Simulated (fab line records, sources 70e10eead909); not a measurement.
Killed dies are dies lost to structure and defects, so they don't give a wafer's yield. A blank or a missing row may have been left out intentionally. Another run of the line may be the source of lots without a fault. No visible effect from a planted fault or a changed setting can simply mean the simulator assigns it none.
fab line records | flow nandHarc
[record] lots = 12 | wafers = 36 | lastDay = 34
route steps=1302 shown A_CHANNEL_HOLE_D1@489 A_CHANNEL_FILL_D1@507 A_DECK1_JOINT@530 END@1302
lots that met no fault: taken from a fault-free run of the same line
startH: hours from the record's first day to the start of the lot's first wafer shown | waitH: hours elapsed since this lot's preceding step | " the same as in the row above | L1.1+2: a row that stands for several wafers | - no value, or no start was given | * or withheld: withheld | < > ~ a bound
route shown NAME@n: a module of which the file shows steps, and the number in the route of the first | usual: mean/standard deviation taken from wafers without a fault | same: alike in all rows | chamber/n: place in a boat | sites: each site's reading | _std_site: standard deviation across them | _edge_site: the outer-site mean with the inner-site mean subtracted | radiusMm: for every site, how far away it sits from the centre of the wafer | mask NAME#n: copy n | behind: the most recent tool/chamber to have shaped the wafer | hold: the reason the lot was held/the length of the hold in hours/how it ended | device: names the non-switching transistor (n, p or np) | end of line: tests of these same wafers at the route's end | a step without rows: its recipe alone | killed: at the first sort, the dies lost to defects and structure; wafer yield is something else | map: a wafer's dies, x killed, . not, _ none there
set.NAME: the setting that was run; set.NAME@STEP: the one run at that earlier step | model.NAME: the simulator's own value behind a step, which no gauge read
steps of the route over a sample of lots; a table a step, a row a wafer
services: the hour from which a tool's chamber was out of use, counted from the record's first day as startH (under 0 if before that day), plus the number of hours and why
[[steps]]
[step NHARC_A_CHANNEL_HOLE_D1_INSPECT_40]
[usual] rawDefectCount = 77/26
lot.wafer | tool             | chamber | startH | waitH | rawDefectCount
L952.2    | defectInspect-01 | -       | 215.38 | -     | 98
L952.3    | "                | -       | "      | "     | 101
L952.5    | "                | -       | "      | "     | 85
L954.4    | defectInspect-02 | -       | 234.90 | -     | 93
L954.5    | "                | -       | "      | "     | 105
L954.6    | "                | -       | "      | "     | 77
L957.1    | defectInspect-02 | -       | 247.87 | -     | 58
L957.2    | "                | -       | "      | "     | 52
L957.5    | "                | -       | "      | "     | 81
L956.3    | defectInspect-01 | -       | 248.30 | -     | 114
L956.4    | "                | -       | "      | "     | 88
L956.6    | "                | -       | "      | "     | 93
L958.2    | defectInspect-01 | -       | 267.68 | -     | 74
L958.3    | "                | -       | "      | "     | 88
L958.4    | "                | -       | "      | "     | 84
L962.4    | defectInspect-01 | -       | 308.67 | -     | 32
L962.5    | "                | -       | "      | "     | 82
L962.6    | "                | -       | "      | "     | 39
L966.1    | defectInspect-02 | -       | 356.25 | -     | 38
L966.4    | "                | -       | "      | "     | 42
L966.5    | "                | -       | "      | "     | 48
L967.1    | defectInspect-01 | -       | 360.47 | -     | 37
L967.3    | "                | -       | "      | "     | 38
L967.5    | "                | -       | "      | "     | 42
L971.4    | defectInspect-02 | -       | 395.31 | -     | 52
L971.5    | "                | -       | "      | "     | 109
L971.6    | "                | -       | "      | "     | 59
L970.2    | defectInspect-01 | -       | 399.47 | -     | 66
L970.3    | "                | -       | "      | "     | 59
L970.4    | "                | -       | "      | "     | 74
L972.1    | defectInspect-02 | -       | 404.57 | -     | 41
L972.3    | "                | -       | "      | "     | 49
L972.6    | "                | -       | "      | "     | 36
L973.3    | defectInspect-02 | -       | 425.91 | -     | 73
L973.4    | "                | -       | "      | "     | 103
L973.5    | "                | -       | "      | "     | 90
[step NHARC_A_CHANNEL_FILL_D1_ALD_25]
[recipe] targetThkA = 600 | pulseTimeS = 10 | aldCycles = 600 | tempC = 300 | material = SiOx
[usual] heaterPowerOuterW = 260/34 | heaterPowerW = 468/50 | precursorPulseHeightRel = 0.997/0.019
lot.wafer | tool     | chamber | startH | waitH | heaterPowerOuterW | heaterPowerW | precursorPulseHeightRel
L952.3    | aldHk-01 | 0       | 254.25 | 0.1   | 235               | 462          | 0.985
L952.2    | "        | 2       | 255.46 | 1.3   | 198               | 366          | 1.022
L952.5    | "        | 0       | 256.67 | 2.5   | 241               | 462          | 0.985
L954.4    | aldHk-03 | 0       | 274.37 | 1.9   | 239               | 460          | 1.011
L954.5    | "        | 1       | "      | "     | 262               | 425          | 0.970
L954.6    | "        | 2       | "      | "     | 298               | 550          | 1.025
L956.4    | aldHk-02 | 2       | 285.06 | 0.1   | 278               | 520          | 0.985
L956.3    | "        | 0       | 286.28 | 1.3   | 233               | 421          | 0.988
L956.6    | "        | 2       | 287.50 | 2.5   | 280               | 532          | 1.001
L957.2    | aldHk-03 | 0       | 285.65 | 0.7   | 235               | 467          | 0.996
L957.1    | "        | 1       | "      | "     | 271               | 416          | 0.990
L957.5    | "        | 3       | 287.51 | 2.5   | 261               | 461          | 0.970
L958.4    | aldHk-02 | 3       | 304.78 | 0.7   | 250               | 435          | 0.978
L958.2    | "        | 0       | "      | "     | 232               | 443          | 0.998
L958.3    | "        | 1       | "      | "     | 225               | 430          | 0.992
L962.4    | aldHk-03 | 0       | 346.38 | 1.3   | 237               | 465          | 1.017
L962.5    | "        | 2       | 347.61 | 2.5   | 296               | 543          | 1.003
L962.6    | "        | 3       | "      | "     | 255               | 449          | 0.996
L966.4    | aldHk-02 | 1       | 396.18 | 0.0   | 215               | 424          | 0.991
L966.1    | "        | 2       | "      | "     | 276               | 515          | 0.966
L966.5    | "        | 1       | 398.61 | 2.5   | 212               | 437          | 0.996
L967.1    | aldHk-01 | 3       | 396.93 | 0.8   | 302               | 509          | 0.984
L967.3    | "        | 0       | "      | "     | 243               | 462          | 0.984
L967.5    | "        | 3       | 399.44 | 3.3   | 302               | 500          | 1.003
L971.4    | aldHk-01 | 3       | 432.33 | 0.7   | 297               | 510          | 0.971
L971.5    | "        | 2       | 434.17 | 2.5   | 198               | 383          | 0.985
L971.6    | "        | 3       | "      | "     | 309               | 509          | 1.017
L970.2    | aldHk-01 | 2       | 437.78 | 0.1   | 197               | 397          | 1.015
L970.4    | "        | 3       | "      | "     | 299               | 505          | 1.022
L970.3    | "        | 0       | "      | "     | 239               | 480          | 1.005
L972.3    | aldHk-03 | 2       | 443.83 | 0.1   | 281               | 507          | 1.009
L972.1    | "        | 0       | 445.05 | 1.3   | 230               | 435          | 0.976
L972.6    | "        | 2       | 446.27 | 2.5   | 278               | 499          | 0.995
L973.3    | aldHk-02 | 1       | 462.74 | 0.7   | 213               | 426          | 1.006
L973.4    | "        | 3       | 463.96 | 1.9   | 267               | 445          | 1.028
L973.5    | "        | 1       | 465.19 | 3.1   | 216               | 426          | 1.012
[step NHARC_A_CHANNEL_FILL_D1_ETCHBACK_08]
[recipe] targetDepthA = 2200 | timeS = 110 | c4f8FlowSccm = 20 | arFlowSccm = withheld | rfW = 600 | biasW = 300 | chemistry = C4F8
[usual] oesProductAu = 0.95/0.035 | rfVppV = 440.8/2.4 | runLengthS = 131.1/0.55
lot.wafer | tool       | chamber | startH | waitH | oesProductAu | rfHoursCounterH | rfVppV | runLengthS
L952.2    | rieDiel-04 | 2       | -      | -     | 0.99         | 4.0             | 440.7  | 131.6
L952.3    | "          | 0       | "      | "     | 0.99         | 3.4             | 442.6  | 131.8
L952.5    | "          | 3       | "      | "     | 1.00         | -               | 440.5  | 130.5
L954.4    | rieDiel-06 | 2       | -      | -     | 0.92         | 6.7             | 436.5  | 130.5
L954.6    | "          | 0       | "      | "     | 0.93         | -               | 445.7  | 131.5
L954.5    | "          | 1       | "      | "     | 0.93         | -               | 442.3  | 130.7
L956.4    | rieDiel-01 | 2       | -      | -     | 0.96         | 3.5             | 439.1  | 130.9
L956.3    | "          | 3       | "      | "     | 0.94         | 3.1             | 439.0  | 130.8
L956.6    | "          | 1       | "      | "     | 0.96         | -               | 443.1  | 130.9
L957.2    | rieDiel-06 | 3       | -      | -     | 0.92         | 8.1             | 441.6  | 132.3
L957.1    | "          | 2       | "      | "     | 0.91         | 7.5             | 436.2  | 130.6
L957.5    | "          | 3       | "      | "     | 0.93         | -               | 441.3  | 132.2
L958.2    | rieDiel-01 | 0       | -      | -     | 1.00         | 4.2             | 439.3  | 131.5
L958.3    | "          | 1       | "      | "     | 0.99         | 4.7             | 441.9  | 131.0
L958.4    | "          | 2       | "      | "     | 0.99         | 5.2             | 438.4  | 130.5
L962.4    | rieDiel-04 | 0       | -      | -     | 0.92         | 8.8             | 442.9  | 131.8
L962.6    | "          | 3       | "      | "     | 0.91         | -               | 438.2  | 130.4
L962.5    | "          | 0       | "      | "     | 0.92         | -               | 442.1  | 131.8
L966.1    | rieDiel-01 | 3       | -      | -     | 1.01         | 0.7             | 438.5  | 130.8
L966.4    | "          | 2       | "      | "     | 1.01         | -               | 440.5  | 130.8
L966.5    | "          | 0       | "      | "     | 1.01         | -               | 438.9  | 131.3
L967.1    | rieDiel-06 | 0       | -      | -     | 1.00         | 4.9             | 443.5  | 131.8
L967.3    | "          | 1       | "      | "     | 1.02         | 4.9             | 442.6  | 130.8
L967.5    | "          | 1       | "      | "     | 1.01         | -               | 443.0  | 130.5
L971.4    | rieDiel-01 | 1       | -      | -     | 1.00         | 3.1             | 443.3  | 131.0
L971.5    | "          | 0       | "      | "     | 1.01         | -               | 439.1  | 131.2
L971.6    | "          | 1       | "      | "     | 1.01         | -               | 442.4  | 131.2
L970.4    | rieDiel-06 | 0       | -      | -     | 0.92         | 7.0             | 442.3  | 131.5
L970.2    | "          | 1       | "      | "     | 0.94         | 6.7             | 443.7  | 131.0
L970.3    | "          | 3       | "      | "     | 0.93         | 6.2             | 442.1  | 132.8
L972.3    | rieDiel-04 | 0       | -      | -     | 0.93         | 4.1             | 441.4  | 132.0
L972.1    | "          | 1       | "      | "     | 0.93         | 4.0             | 443.9  | 130.6
L972.6    | "          | 3       | "      | "     | 0.92         | -               | 435.5  | 130.7
L973.4    | rieDiel-04 | 2       | -      | -     | 0.96         | 4.8             | 440.8  | 131.0
L973.3    | "          | 3       | "      | "     | 0.93         | 5.0             | 438.7  | 130.7
L973.5    | "          | 1       | "      | "     | 0.96         | -               | 443.5  | 130.5
[step NHARC_A_DECK1_JOINT_ETCHBACK_00]
[recipe] targetDepthA = 300 | timeS = 17.4 | hbrFlowSccm = 150 | rfW = 350 | icpW = 350 | biasW = 60 | chemistry = HBr
[usual] drypumpMotorCurrentA = 5.6/0.54 | oesProductAu = 0.998/0.011 | runLengthS = 38.6/0.42 | throttleValvePct = 23.266/0.0095
lot.wafer | tool     | chamber | startH | waitH | drypumpMotorCurrentA | oesProductAu | rfHoursCounterH | runLengthS | throttleValvePct
L952.2    | rieSi-03 | 2       | 276.50 | 0.1   | 5.5                  | 1.008        | 0.3             | 38.9       | 23.271
L952.3    | "        | 3       | "      | "     | 5.2                  | 1.011        | 0.3             | 39.4       | 23.277
L952.5    | "        | 1       | "      | "     | 4.7                  | 0.987        | -               | 39.4       | 23.272
L954.4    | rieSi-01 | 0       | 294.99 | 0.1   | 6.6                  | 0.996        | 0.6             | 38.3       | 23.268
L954.5    | "        | 3       | "      | "     | 5.0                  | 1.000        | -               | 38.3       | 23.275
L954.6    | "        | 0       | "      | "     | 6.6                  | 0.994        | -               | 39.1       | 23.248
L956.3    | rieSi-01 | 0       | 307.45 | 0.1   | 6.6                  | 0.988        | 0.7             | 38.5       | 23.268
L956.4    | "        | 1       | "      | "     | 5.2                  | 0.983        | 0.7             | 38.4       | 23.251
L956.6    | "        | 2       | "      | "     | 5.4                  | 0.991        | -               | 38.3       | 23.270
L957.1    | rieSi-03 | 2       | 307.46 | 0.1   | 5.5                  | 1.011        | 0.6             | 38.7       | 23.256
L957.2    | "        | 3       | "      | "     | 5.2                  | 0.999        | 0.6             | 39.1       | 23.273
L957.5    | "        | 2       | "      | "     | 5.5                  | 1.004        | -               | 38.8       | 23.271
L958.4    | rieSi-05 | 0       | 326.45 | 0.1   | 6.1                  | 1.002        | 0.0             | 38.5       | 23.262
L958.3    | "        | 1       | "      | "     | 5.0                  | 1.003        | 0.0             | 38.5       | 23.270
L958.2    | "        | 2       | "      | "     | 5.8                  | 0.999        | 0.0             | 38.4       | 23.273
L962.4    | rieSi-01 | 2       | 367.44 | 0.1   | 5.4                  | 0.990        | 0.8             | 38.8       | 23.273
L962.6    | "        | 0       | "      | "     | 6.6                  | 0.996        | -               | 38.5       | 23.290
L962.5    | "        | 1       | "      | "     | 5.2                  | 0.974        | -               | 38.4       | 23.260
L967.1    | rieSi-01 | 1       | 418.59 | 0.1   | 5.2                  | 0.991        | 0.3             | 38.1       | 23.255
L967.3    | "        | 3       | "      | "     | 5.1                  | 0.990        | 0.3             | 37.7       | 23.262
L967.5    | "        | 0       | "      | "     | 6.6                  | 1.014        | -               | 27.9       | 23.259
L966.4    | rieSi-03 | 1       | 418.60 | 0.1   | 4.7                  | 0.978        | 0.1             | 39.1       | 23.266
L966.1    | "        | 2       | "      | "     | 5.5                  | 1.020        | 0.1             | 38.6       | 23.269
L966.5    | "        | 0       | "      | "     | 5.9                  | 1.000        | -               | 38.6       | 23.285
L971.4    | rieSi-03 | 3       | 454.25 | 0.1   | 5.2                  | 0.999        | 0.3             | 39.1       | 23.252
L971.6    | "        | 1       | "      | "     | 4.7                  | 0.989        | -               | 39.0       | 23.259
L971.5    | "        | 2       | "      | "     | 5.5                  | 1.018        | -               | 38.5       | 23.254
L970.3    | rieSi-03 | 3       | 460.09 | 0.1   | 5.2                  | 0.989        | 0.3             | 39.3       | 23.261
L970.2    | "        | 1       | "      | "     | 4.7                  | 0.985        | 0.3             | 39.1       | 23.269
L970.4    | "        | 2       | "      | "     | 5.5                  | 1.012        | 0.3             | 39.0       | 23.277
L972.3    | rieSi-05 | 3       | 466.11 | 0.1   | 6.0                  | 1.010        | 0.9             | 38.8       | 23.271
L972.1    | "        | 0       | "      | "     | 6.1                  | 1.005        | 0.9             | 38.5       | 23.277
L972.6    | "        | 2       | "      | "     | 5.8                  | 1.006        | -               | 38.6       | 23.266
L973.3    | rieSi-01 | 3       | 484.57 | 0.1   | 5.0                  | 0.980        | 0.7             | 38.3       | 23.259
L973.4    | "        | 0       | "      | "     | 6.6                  | 1.006        | 0.7             | 38.7       | 23.262
L973.5    | "        | 1       | "      | "     | 5.2                  | 0.993        | -               | 38.5       | 23.272
[step NHARC_END_SORT_01]
[recipe] tempC = 25
[usual] killedAtArray = 53/18 | killedAtOther = 1.0/1.2 | killedAtPeriphery = 3.6/2.4 | killedDies = 58/18 | killedOpen = 3.4/1.8 | killedShort = 2.3/1.5
[same] grossDies = 677
lot.wafer | tool      | chamber | startH | waitH | killedAtArray | killedAtOther | killedAtPeriphery | killedDies | killedOpen | killedShort
L962.4    | prober-01 | 0       | 684.11 | 3.4   | 37            | 0             | 0                 | 37         | 3          | 3
L962.5    | prober-01 | 0       | 684.91 | 3.7   | 44            | 0             | 1                 | 45         | 1          | 4
L962.6    | prober-01 | 0       | 685.71 | 4.0   | 40            | 0             | 1                 | 41         | 2          | 2
L967.1    | prober-02 | 0       | 732.99 | 2.5   | 35            | 0             | 2                 | 37         | 5          | 1
L967.3    | prober-02 | 0       | 734.59 | 3.1   | 34            | 1             | 3                 | 38         | 0          | 2
L967.5    | prober-02 | 0       | 736.19 | 3.7   | 27            | 1             | 1                 | 29         | 2          | 0
// killed by level:class
L962.4 A_SLIT:chamberFilmFlake=19 A_CHANNEL_HOLE_D1:chamberFilmFlake=5 A_STAIRCASE:chamberFilmFlake=3 A_CONTACT:chamberFilmFlake=2 A_CHANNEL_FILL_D1:geometricParticle:open=1 A_CHANNEL_HOLE_D2:geometricParticle:short=1 A_SGD_CUT:geometricParticle:short=1 A_BLC:geometricParticle:open=1
L962.5 A_SLIT:chamberFilmFlake=26 A_CHANNEL_HOLE_D1:chamberFilmFlake=8 A_CONTACT:chamberFilmFlake=5 A_ONON_D1:geometricParticle:short=2 P_M0:geometricParticle:short=1 A_SOURCE_PLATE:geometricParticle:short=1 A_M0:geometricParticle:open=1 A_STAIRCASE:chamberFilmFlake=1
L962.6 A_SLIT:chamberFilmFlake=23 A_CHANNEL_HOLE_D1:chamberFilmFlake=8 A_WL_FILL:geometricParticle:open=2 A_CONTACT:chamberFilmFlake=2 P_GATE:geometricParticle:short=1 A_DECK1_JOINT:geometricParticle:short=1 A_ZERO_WELL:chamberFilmFlake=1 A_STAIRCASE:chamberFilmFlake=1
L967.1 A_CHANNEL_HOLE_D2:chamberFilmFlake=16 A_CHANNEL_HOLE_D1:chamberFilmFlake=5 A_SLIT:chamberFilmFlake=5 A_ONON_D2:geometricParticle:open=2 A_DECK1_JOINT:chamberFilmFlake=2 A_STAIRCASE:chamberFilmFlake=2 P_CONTACT:geometricParticle:open=1 P_M1:geometricParticle:open=1
L967.3 A_CHANNEL_HOLE_D1:chamberFilmFlake=11 A_CHANNEL_HOLE_D2:chamberFilmFlake=10 A_SLIT:chamberFilmFlake=5 A_STAIRCASE:chamberFilmFlake=3 A_CONTACT:chamberFilmFlake=3 P_CONTACT:geometricParticle:short=2 A_DECK1_JOINT:chamberFilmFlake=2 P_ZERO_WELL:chamberFilmFlake=1
L967.5 A_CHANNEL_HOLE_D2:chamberFilmFlake=9 A_CHANNEL_HOLE_D1:chamberFilmFlake=5 A_DECK1_JOINT:chamberFilmFlake=3 A_STAIRCASE:chamberFilmFlake=3 A_SLIT:chamberFilmFlake=3 A_CONTACT:chamberFilmFlake=2 P_M1:geometricParticle:open=1 A_BLC:geometricParticle:open=1
[[services]]
tool       | chamber | startH | hours | kind
aldHk-03   | -       | 251.08 | 1.5   | repair
rieDiel-04 | 1       | 259.50 | 9.0   | repair
rieSi-01   | 0       | 260.91 | 5.2   | repair
rieSi-03   | -       | 277.59 | 0.2   | repair
rieDiel-06 | 1       | 284.62 | 12.8  | repair
rieDiel-04 | 1       | 289.33 | 2.8   | repair
rieDiel-01 | 0       | 296.60 | 7.8   | repair
aldHk-01   | -       | 297.13 | 10.0  | pm
rieSi-01   | 2       | 299.69 | 2.7   | repair
rieSi-03   | 1       | 305.93 | 1.3   | repair
rieDiel-06 | -       | 307.27 | 9.0   | pm
rieDiel-06 | 3       | 325.19 | 4.8   | repair
rieDiel-04 | 0       | 333.72 | 3.4   | repair
rieDiel-04 | 1       | 335.60 | 1.7   | repair
rieSi-03   | 2       | 344.00 | 4.5   | repair
aldHk-02   | -       | 351.03 | 10.0  | pm
rieDiel-04 | 3       | 352.66 | 11.1  | repair
rieDiel-04 | -       | 354.91 | 9.0   | pm
rieSi-01   | -       | 370.00 | 9.0   | pm
rieDiel-01 | -       | 380.88 | 9.0   | pm
rieSi-03   | -       | 398.00 | 9.0   | pm
rieSi-03   | 2       | 423.07 | 4.2   | repair
rieSi-03   | -       | 438.69 | 0.3   | repair
rieSi-01   | 3       | 442.75 | 4.8   | repair
[[key]]
[firstSign] step = NHARC_A_DECK1_JOINT_ETCHBACK_00 | reading = runLengthS | direction = down | sigmas = 25 | usual = * | struck = *
effect none on later readings
metAt NHARC_A_DECK1_JOINT_ETCHBACK_00
struckLots L967
struckWafers L967.5
testerLeftOut L967
notActingAt NHARC_A_CHANNEL_HOLE_D1_INSPECT_40,NHARC_A_CHANNEL_FILL_D1_ALD_25,NHARC_A_CHANNEL_FILL_D1_ETCHBACK_08
onsetBetween 367.44 418.59
[fault] kind = processParameterDrift | tool = rieSi-01 | chamber = 0 | onsetH = 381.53 | steps = NHARC_A_DECK1_JOINT_ETCHBACK_00 | channel = timeS | offset = * | shape = step | endH = 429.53 | actsIn = * | stated = *
// testerLeftOut: of these lots the tester's yield and bins aren't shown, on N5 and GAA mostly nor the transistor test; their killed dies are dies lost to structure and defects alone, not to doping, threshold or leakage, so they don't give the yield
